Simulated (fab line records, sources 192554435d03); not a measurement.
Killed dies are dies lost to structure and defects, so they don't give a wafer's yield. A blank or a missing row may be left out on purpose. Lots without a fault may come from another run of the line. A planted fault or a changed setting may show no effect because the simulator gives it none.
Chamber matching | flow n5_finfet | N5_BEOL_M4_ETCHBACK_99 on rie_diel-04: 4 sister chambers
The step etches SiO2 in CHF3, target depth 5 nm, time 10.4 s. 4 wafers are shown with their chamber, then 7 later ones without.

WAFERS WITH THEIR CHAMBER
wafer  | chamber | showerhead_plenum_p_Torr (Torr)
L080.5 | 0       | 2.13
L084.6 | 1       | 2.12
L090.1 | 3       | 2.04
L090.3 | 2       | 2.29

WAFERS WITHOUT THEIR CHAMBER
wafer  | showerhead_plenum_p_Torr (Torr)
L090.5 | 2.29
L095.1 | 2.12
L095.2 | 2.03
L095.3 | 2.28
L095.4 | 2.11
L095.5 | 2.12
L095.6 | 2.11

WHICH CHAMBER EACH WENT THROUGH
wafer  | from the rows above     | in truth
L090.5 | 2                       | 2
L095.1 | can't be placed: 1 or 0 | 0
L095.2 | 3                       | 3
L095.3 | 2                       | 2
L095.4 | can't be placed: 1 or 0 | 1
L095.5 | can't be placed: 1 or 0 | 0
L095.6 | can't be placed: 1 or 0 | 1
Placed correctly: 3 of 7. Can't be placed from these rows: 4 (the true chamber is among the candidates in 4). Placed wrongly: 0.
How it was worked out, from the rows above alone: a wafer's distance from a chamber is the root of the sum, over the readings, of the square of ((its reading less the chamber's mean) divided by the reading's scatter). The wafer belongs to the nearest chamber; if the next one is less than 2 further off, it can't be placed. A chamber's mean is the mean of its shown wafers. The scatter: with one shown wafer a chamber, the root of the mean of the squares of how far each hidden wafer lies from its nearest shown one.
